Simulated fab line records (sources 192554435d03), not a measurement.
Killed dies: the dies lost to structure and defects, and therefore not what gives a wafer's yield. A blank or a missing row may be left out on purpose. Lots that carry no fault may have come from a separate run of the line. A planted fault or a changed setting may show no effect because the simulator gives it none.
fab line records ; flow n5Finfet
[record] lots = 4; wafers = 12; lastDay = 17
route steps=1938 shown BEOL_M11@1560 PASSIVATION@1936
lots with no fault: from the same line, run without faults
startH: the number of hours between the record's first day and the start of the first shown wafer of the lot ; waitH: how many hours have passed since the lot's step before this one ; " the same as in the row above ; L1.1+2: a row that stands for several wafers ; - either no value or no given start ; * or withheld: withheld ; < > ~ a bound
route shown NAME@n: NAME is a module with steps in the file, n the number in the route of the first one ; usual: average and standard deviation across the fault-free wafers ; same: alike in all rows ; chamber/n: place in a boat ; sites: each site's reading ; _std_site: the values' standard deviation ; _edge_site: the outer-site mean with the inner-site mean subtracted ; radiusMm: for every site, how far away it sits from the centre of the wafer ; mask NAME#n: copy n ; behind: the last tool/chamber to shape the wafer ; hold: why the lot was held/for how many hours/how that ended ; device: the transistor (n, p or np) that didn't switch ; end of line: tests of these same wafers at the route's end ; a step given without rows: its recipe and nothing more ; killed: not the wafer's yield, but the dies lost to structure and defects at the first sort ; map: dies across one wafer; x = killed, . = not, _ = none there
set.NAME: the setting the step ran with; set.NAME@STEP: the setting that earlier step ran with ; model.NAME: the simulator's own value behind a step, which no gauge read
a table for each step, a row for each wafer; lots at some steps of the route
services: the hour from which a tool's chamber was out of use, counted from the record's first day as startH (under 0 if before that day), plus the number of hours and why
[[steps]]
[step N5_BEOL_M11_COAT_63]
[recipe] resist = SOC; tempC = 250; timeS = 60; spinRpm = 1500; resistThkNm = 100
[step N5_BEOL_M11_COAT_64]
[recipe] resist = SiARC; tempC = 220; timeS = 60; spinRpm = 1500; resistThkNm = 30
[step N5_BEOL_M11_COAT_22]
[recipe] resist = CAR-ArF; spinRpm = 1500; resistThkNm = 90
[step N5_BEOL_M11_EBR_24]
[recipe] solvent = PGMEA; ebrWidthMm = 1.5
[step N5_BEOL_M11_SOFTBAKE_23]
[recipe] tempC = 110; timeS = 60; resist = CAR-ArF
[step N5_BEOL_M11_EXPOSE_25]
[recipe] maskId = V10; na = 1.35; sourceShape = annular; sigmaInner = 0.5; sigmaOuter = 0.8; polarization = unpolarized; doseMj = 85.5
[step N5_BEOL_M11_PEB_26]
[recipe] pebTempC = withheld; pebTimeS = 60; resist = CAR-ArF
[step N5_BEOL_M11_DEVELOP_27]
[recipe] developTimeS = 30; developer = TMAH; resist = CAR-ArF; rinseLiquid = diw; dry = airSpin; devTempC = 23
[step N5_BEOL_M11_DESCUM_33]
[recipe] chemistry = O2; timeS = 7.9; sourcePowerW = 50; biasPowerW = 20; pressureMtorr = 20; rfFrequencyHz = 2.712e+07; tempC = 40; resist = CAR-ArF; o2FlowSccm = 225
[step N5_BEOL_M11_ETCH_65]
[recipe] chemistry = CF4; target = SiARC; targetDepthA = 390; maskMaterial = CAR-ArF; timeS = 65; ionEnergyEv = 80; pressureMtorr = 40; sourceW = 545; biasW = 36; Ar_flow_sccm = 100; cf4FlowSccm = 100; ends = cleared
[usual] drypumpMotorCurrentA = 5.9/0.57; etchRfOnTimeS = 65.6/2.6; oesProductAu = 0.66/0.059; rfVppV = 183.8/1.1; showerheadPlenumPTorr = 2.13/0.064; throttleValvePct = 15.55/0.19
lot.wafer;tool;chamber;startH;waitH;drypumpMotorCurrentA;etchRfOnTimeS;oesProductAu;rfHoursCounterH;rfVppV;showerheadPlenumPTorr;throttleValvePct
L668.1;rieDiel-01;1;238.32;0.0;6.3;66.7;0.73;61;185.6;2.17;15.65
L668.3;rieDiel-01;2;238.32;0.0;6.8;64.2;0.66;138;182.9;2.07;15.32
L668.5;rieDiel-01;3;238.32;0.0;6.3;68.1;0.61;-;182.5;2.11;15.38
L679.1;rieDiel-01;3;315.58;0.0;6.3;68.4;0.59;221;183.5;2.10;15.42
L679.2;rieDiel-01;1;315.58;0.0;6.3;67.0;0.69;87;184.2;2.16;15.71
L679.3;rieDiel-01;2;315.58;0.0;6.8;63.9;0.64;164;183.3;2.06;15.37
L684.1;rieDiel-01;3;346.60;0.0;6.3;68.3;0.58;230;184.3;2.10;15.45
L684.4;rieDiel-01;2;346.60;0.0;6.8;64.9;0.63;172;181.4;2.06;15.39
L684.5;rieDiel-01;3;346.60;0.0;6.3;68.6;0.58;-;183.0;2.10;15.43
L688.1;rieDiel-01;1;364.46;0.0;6.4;68.7;0.68;101;184.6;2.16;15.75
L688.2;rieDiel-01;3;364.46;0.0;6.3;69.3;0.58;235;183.4;2.10;15.44
L688.5;rieDiel-01;0;364.46;0.0;5.1;63.3;0.70;-;183.1;2.07;15.33
[step N5_BEOL_M11_ETCH_66]
[recipe] chemistry = N2/H2; target = SOC; targetDepthA = 1200; overetchA = 240; maskMaterial = SiARC; tempC = 40; timeS = 180; ionEnergyEv = 200; pressureMtorr = 30; sourceW = 840; biasW = 150; n2FlowSccm = 200; h2FlowSccm = 200
[step N5_BEOL_M11_STRIP_69]
[recipe] chemistry = N2/H2; tempC = 40; n2FlowSccm = 200; h2FlowSccm = 200; rfFrequencyHz = 6e+07
[step N5_BEOL_M11_VIA_ETCH_34]
[recipe] chemistry = C4F6/O2; target = SiCOH_lowk; targetDepthA = 1845; maskMaterial = SOC; taperDeg = 4; timeS = 69.2; ionEnergyEv = 250; pressureMtorr = 30; sourceW = 345; biasW = 185; Ar_flow_sccm = 300; C4F6_flow_sccm = 10; O2_flow_sccm = 10
[step N5_BEOL_M11_STRIP_73]
[recipe] chemistry = C4F6/O2; resist = SiARC; rfFrequencyHz = 6e+07
[step N5_BEOL_M11_STRIP_36]
[recipe] chemistry = N2/H2; powerW = 450; tempC = 40; pressureMtorr = 20; rfFrequencyHz = 6e+07; overashFraction = 0.3; biasPowerW = 7; h2Frac = 0.5; n2FlowSccm = 200; h2FlowSccm = 200
[step N5_BEOL_M11_TRENCH_ETCH_37]
[recipe] chemistry = C4F6/O2; targetDepthA = 1488.3; target = SiCOH_lowk; timeS = 48; ionEnergyEv = 250; pressureMtorr = 30; sourceW = 345; biasW = 185; Ar_flow_sccm = 300; C4F6_flow_sccm = 10; O2_flow_sccm = 10
[step N5_BEOL_M11_ETCH_41]
[recipe] chemistry = CH3F/O2; target = SiCN; targetDepthA = 426; taperDeg = 2; timeS = 86; ionEnergyEv = 120; maskMaterial = TiN; pressureMtorr = 30; sourceW = 395; biasW = 75; Ar_flow_sccm = 150; CH3F_flow_sccm = 30; O2_flow_sccm = 20
[step N5_BEOL_M11_STRIP_77]
[recipe] chemistry = N2/H2; timeS = 10; powerW = 450; tempC = 40; pressureMtorr = 20; rfFrequencyHz = 6e+07; biasPowerW = 7; n2FlowSccm = 200; h2FlowSccm = 200
[step N5_BEOL_M11_HM_STRIP_39]
[recipe] chemistry = peroxideTinStrip; material = TiN; targetDepthA = 250; tempC = 50; timeS = 158
[step N5_BEOL_M11_SRD_40]
[recipe] timeS = 30; tempC = 23; rinseLiquid = diw; dry = ipaMarangoni
[step N5_BEOL_M11_PRECLEAN_42]
[recipe] chemistry = residueRemover; timeS = 60; tempC = 40
[step N5_BEOL_M11_SRD_43]
[recipe] timeS = 30; tempC = 23; rinseLiquid = diw; dry = ipaMarangoni
[step N5_BEOL_M11_CURE_72]
[recipe] tempC = 370; timeS = 120; ambient = DMADMS/He; material = SiCOH_lowk
[step N5_BEOL_M11_DEGAS_44]
[recipe] ambient = vacuum; tempC = 250; timeS = 60
[step N5_BEOL_M11_PRE_CLEAN_45]
[recipe] gas = H2/He; timeS = 30; tempC = 250
[step N5_BEOL_M11_ALD_74]
[recipe] material = TaN; targetThkA = 20; tempC = 275; aldPrecursorFamily = PDMAT; aldCoReactant = NH3; pressureTorr = 3; carrierFlowSccm = 1500; pulseTimeS = 2; purgeTimeS = 3; coReactantPurgeTimeS = 2; coReactantPulseTimeS = 3; aldCycles = 40; precursorVesselTempC = 75; precursorVesselPressureTorr = 26.25; precursorVesselCarrierSccm = 1000
[step N5_BEOL_M11_SURFACE_TREAT_76]
[recipe] gas = Ar; timeS = *; ionEnergyEv = *; ionCurrentMaCm2 = 0.5; pressureMtorr = *; arFlowSccm = 30
[step N5_BEOL_M11_CVD_75]
[recipe] material = Co; targetThkA = 20; tempC = withheld; precursor = CCTBA/H2; pressureTorr = 30; timeS = 138.9
[step N5_BEOL_M11_SPUTTER_48]
[recipe] material = Cu; targetThkA = 120; tempC = -20; biasV = 60; powerW = 26000; chamberPressurePa = 0.13; timeS = 2
[step N5_BEOL_M11_ECD_50]
[recipe] material = Cu; targetThkA = 3180
[step N5_BEOL_M11_ANNEAL_51]
[recipe] tempC = 225; timeS = 90; ambient = N2
[step N5_BEOL_M11_CMP_52]
[recipe] stopOn = SiCOH_lowk; tOverpolishS = 7; downForcePsi = 1; platenRpm = 50; clearingPlatenDownForcePsi = 1.5; clearingPlatenRpm = 50; postCmpClean = cuAlkaline; targetThkNm = 140; clearingPlatenPadVelocityMS = 0.99484; padVelocityMS = 0.99484
[step N5_BEOL_M11_PRE_CLEAN_55]
[recipe] gas = NH3; timeS = 15; tempC = withheld; rfPowerW = 300
[step N5_BEOL_M11_DEP_56]
[recipe] material = SiCN; targetThkA = 300; tempC = withheld; precursor = 3MS/NH3; pressureTorr = 3; rfW = 675; timeS = 10.5
[step N5_PASSIVATION_PROBE_49]
[usual] defectLimitedYield = 91.3/1.4; killed_at_M0_to_M3 = 32/9.5; killed_at_M4_up = 14/5.2; killedAtContacts = 13/5.7; killedAtFrontEnd = 41/12; killedAtOther = 3.5/2.6; killedDies = 103/17; killedOnRim = 14/4; killedOpen = 68/14; killedShort = 32/7; sort_bin_5_function = 5.0/0.91; sort_bin_6_memory = 3.3/0.7; sortNPass = 1076/17; sortYieldPct = 91.2/1.4
[same] grossDies = 1180; killedAtBackSide = 0; sort_bin_4_leakage[%] = 0; sort_bin_8_speed[%] = 0
lot.wafer;tool;chamber;startH;waitH;defectLimitedYield[%];killed_at_M0_to_M3;killed_at_M4_up;killedAtContacts;killedAtFrontEnd;killedAtOther;killedDies;killedOnRim;killedOpen;killedShort;sort_bin_5_function[%];sort_bin_6_memory[%];sortNPass;sortYieldPct[%]
L668.1;prober-02;-;279.24;0.0;92.4;38;13;7;30;2;90;13;54;34;4.3;2.8;1090;92.4
L668.3;prober-02;-;279.34;0.1;91.4;29;12;8;51;2;102;12;61;41;4.2;3.7;1078;91.4
L668.5;prober-02;-;279.44;0.2;88.4;45;20;4;66;2;137;19;94;39;6.2;4.7;1043;88.4
L679.1;prober-02;-;359.24;0.0;90.8;35;10;17;42;5;109;15;74;34;5.4;3.1;1071;90.8
L679.2;prober-02;-;359.29;0.1;92.0;38;6;6;42;2;94;19;60;34;4.2;3.6;1086;92.0
L679.3;prober-02;-;359.34;0.1;93.2;29;10;6;27;8;80;16;50;30;3.6;3.1;1100;93.2
L684.1;prober-01;-;389.90;0.0;79.6;43;151;9;33;5;241;23;62;30;12.6;3.9;939;79.6
L684.4;prober-01;-;390.05;0.2;78.9;31;162;15;34;7;249;33;80;31;12.5;4.7;931;78.9
L684.5;prober-01;-;390.10;0.2;79.3;32;159;7;38;8;244;32;51;30;11.4;3.5;936;79.3
L688.1;prober-02;-;408.80;0.0;80.8;32;163;17;13;2;227;20;56;19;11.9;3.7;953;80.8
L688.2;prober-02;-;408.85;0.1;79.3;46;154;18;23;3;244;29;76;20;11.9;4.5;936;79.3
L688.5;prober-02;-;409.00;0.2;86.1;34;80;14;32;4;164;35;59;28;7.8;2.6;1016;86.1
// killed by level:class
L668.1 BEOL_M0_SAQP:geometricParticle:short=11 BEOL_M2:geometricParticle:open=9 BEOL_M3:geometricParticle:open=8 MOL_CONTACT_COAG:geometricParticle:open=7 FIN_SAQP:geometricParticle:open=6 FIN_SAQP:geometricParticle:short=5 STI_FIN_REVEAL:geometricParticle:open=3 ILD0:geometricParticle:short=3
L668.3 FIN_SAQP:geometricParticle:open=15 GATE_CUT:geometricParticle:short=11 BEOL_M0_SAQP:geometricParticle:open=8 BEOL_M0_SAQP:geometricParticle:short=8 BEOL_M3:geometricParticle:open=8 MOL_CONTACT_COAG:geometricParticle:open=7 BEOL_M4:geometricParticle:open=6 FIN_CUT:geometricParticle:short=4
L668.5 FIN_SAQP:geometricParticle:open=17 STI_FIN_REVEAL:geometricParticle:open=12 BEOL_M0_SAQP:geometricParticle:open=12 BEOL_M3:geometricParticle:open=10 DUMMY_GATE:geometricParticle:open=9 FIN_SAQP:geometricParticle:short=8 GATE_CUT:geometricParticle:short=7 BEOL_M0_SAQP:geometricParticle:short=7
L679.1 MOL_CONTACT_COAG:geometricParticle:open=16 BEOL_M0_SAQP:geometricParticle:open=14 BEOL_M0_SAQP:geometricParticle:short=13 FIN_SAQP:geometricParticle:open=12 BEOL_M4:geometricParticle:open=8 GATE_CUT:geometricParticle:short=8 STI_FIN_REVEAL:geometricParticle:open=5 BEOL_M2:geometricParticle:open=5
L679.2 BEOL_M0_SAQP:geometricParticle:short=15 FIN_SAQP:geometricParticle:open=9 BEOL_M0_SAQP:geometricParticle:open=8 FIN_SAQP:geometricParticle:short=7 STI_FIN_REVEAL:geometricParticle:open=7 BEOL_M0:geometricParticle:open=6 MOL_CONTACT_COAG:geometricParticle:open=5 GATE_CUT:geometricParticle:short=4
L679.3 BEOL_M0_SAQP:geometricParticle:short=11 BEOL_M0_SAQP:geometricParticle:open=11 BEOL_M4:geometricParticle:open=7 FIN_SAQP:geometricParticle:open=6 GATE_CUT:geometricParticle:short=6 MOL_CONTACT_COAG:geometricParticle:open=5 STARTING-WAFER:geometricParticle:open=5 DUMMY_GATE:geometricParticle:open=4
L684.1 BEOL_M11:unspecified=147 BEOL_M2:geometricParticle:open=15 BEOL_M0_SAQP:geometricParticle:open=11 FIN_SAQP:geometricParticle:open=7 STI_FIN_REVEAL:geometricParticle:open=7 MOL_CONTACT_COAG:geometricParticle:open=7 FIN_SAQP:geometricParticle:short=5 BEOL_M0_SAQP:geometricParticle:short=5
L684.4 BEOL_M11:unspecified=136 MOL_CONTACT_COAG:geometricParticle:open=13 BEOL_M2:geometricParticle:open=13 FIN_SAQP:geometricParticle:short=8 BEOL_M4:geometricParticle:open=8 BEOL_M0_SAQP:geometricParticle:short=7 BEOL_M5:geometricParticle:open=6 FIN_SAQP:geometricParticle:open=5
L684.5 BEOL_M11:unspecified=151 HKMG_FIN:areaEtch=12 BEOL_M2:geometricParticle:open=9 FIN_SAQP:geometricParticle:short=6 BEOL_M0_SAQP:geometricParticle:short=6 MOL_CONTACT_COAG:geometricParticle:open=5 BEOL_M0_SAQP:geometricParticle:open=5 BEOL_M3:geometricParticle:open=4
L688.1 BEOL_M11:unspecified=151 MOL_CONTACT_COAG:geometricParticle:open=15 BEOL_M1:geometricParticle:open=9 BEOL_M0_SAQP:geometricParticle:open=6 BEOL_M2:geometricParticle:open=6 BEOL_M4:geometricParticle:open=5 STI_FIN_REVEAL:geometricParticle:open=4 BEOL_M3:geometricParticle:open=4
L688.2 BEOL_M11:unspecified=144 MOL_CONTACT_COAG:geometricParticle:open=16 BEOL_M2:geometricParticle:open=14 BEOL_M1:geometricParticle:open=8 BEOL_M0_SAQP:geometricParticle:short=7 BEOL_M0_SAQP:geometricParticle:open=6 GATE_CUT:geometricParticle:open=5 BEOL_M2:geometricParticle:short=4
L688.5 BEOL_M11:unspecified=65 BEOL_M2:geometricParticle:open=10 MOL_CONTACT_COAG:geometricParticle:open=9 HKMG_FIN:areaEtch=8 STI_FIN_REVEAL:geometricParticle:open=6 GATE_CUT:geometricParticle:short=6 BEOL_M0_SAQP:geometricParticle:short=6 BEOL_M1:geometricParticle:open=6
// map L684.4 (x killed, . not)
_________________xxxxxxxxxxxx________________
______________..x.xxxxxxxxxxx.xx_____________
___________......xxxxxxxxxxxxxxx..x__________
__________x....x.xxxxxxxxxxxxxxxx..._________
________......xxxxxxxxxxxxxxxxx.x....._______
_______x....x.x.xxxxxxxxxxxxxxxxxx.....______
______..x.........xxxxxxxxxxxx.x...x.x.._____
_____...........x.xxxxxxxxxxx.x.x......xx____
____.......x.....x.x.xxxxxxx.x..x.........___
___........x..x.....xxxxx.xxx.........x....__
___............x..xxx.x....x...x...........__
__.........x............x....x.........x...._
__...x............xx.........x.x..x........._
_x...............xx.....x................x...
_x.........x....x...x...................x....
_x..x...x.x........................x......x..
_.......x.....xx...x.......x........x..x.x...
_............................................
_..........x.................................
_xx...x....x......x........x.........x.......
_...............x....x...................x...
__......................x.x................._
__.............x....................x.x.x..._
___x......x..x...x..........x.x..x...xx....__
___........x..x................x..........x__
____..............x......x................___
_____.........x........x.....x.........x.____
______.......x....x.............x......._____
_______.xx.........................xx..______
________........................x.x..._______
__________................xx......x._________
___________...x....................__________
______________....x.x..xx....x.._____________
_________________............________________
// map L688.2 (x killed, . not)
_________________...........x________________
______________.................._____________
___________..x.....................__________
__________......................xxxx_________
________..x.........x.........xxx.xxxx_______
_______.x..........x...x...xxxx.xxxxxxx______
______..............x.......xxxxxxxxxxxx_____
_____.....x................xxxxxxxxxxxxxx____
____........x..............xxxxxxxxxxxxxxx___
___.........xx.x.x..x......xxxxxxxxxxxxxxxx__
___.....x..x...........xxx..xxxxxxxxxxxxxx.__
__...................x...x.xxxxxxxxxxxxxxx.x_
__.....x.......x.............xxxxxxxxxx.xx.x_
_..x..........x.x.............xxxxxxxxxxxx...
_xx.............x...............xxxxxxxxx....
_.x............x..x..x..........x.....x..x..x
_........x.....x...........x....x...xx.......
_.x.........x..................x..x.x.x......
_....................................x.....x.
_.........x.........x...x.............x......
_...........x......xx........................
__.x.........x..x.x............x....x....x.._
__.........................................._
___x................x.......x..............__
___........x........x....x......x...x......__
____...........................x...x......___
_____.....x......................x.......____
______..........x......x..x...........x._____
_______...x....x..................x....______
________....x....x............x.xx...._______
__________.....x....x.x....x..x....._________
___________.......x...............x__________
______________...x........x..x.._____________
_________________.....x......________________
[[services]]
tool;chamber;startH;hours;kind
rieDiel-01;2;220.07;16.1;repair
[[key]]
[firstSign] step = N5_PASSIVATION_PROBE_49; reading = killed_at_M4_up; direction = up; sigmas = 25; usual = 14; struck = 145
[effect] step = N5_PASSIVATION_PROBE_49; reading = defectLimitedYield; direction = down; sigmas = 7.5; usual = 91.3; struck = 80.7
[moreKillsBornAt] N5_BEOL_M11_ETCH_65@rieDiel-01 = 794
metAt N5_BEOL_M11_ETCH_65
struckWafers L684.1,L684.4,L684.5,L688.1,L688.2,L688.5
[baselineLoss] step = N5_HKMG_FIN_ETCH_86; wafers = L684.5
onsetBetween 315.58 346.60
alsoFits time
[fault] kind = chamberParticleSource; tool = rieDiel-01; chamber = -; onsetH = 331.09; steps = N5_BEOL_M11_ETCH_65; ratePerVisitCm2 = 1.9648; endH = 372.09
// baselineLoss: these wafers lose ten dies or more at that step, a loss of the line's own and not of a fault; the sort's usual values leave them out
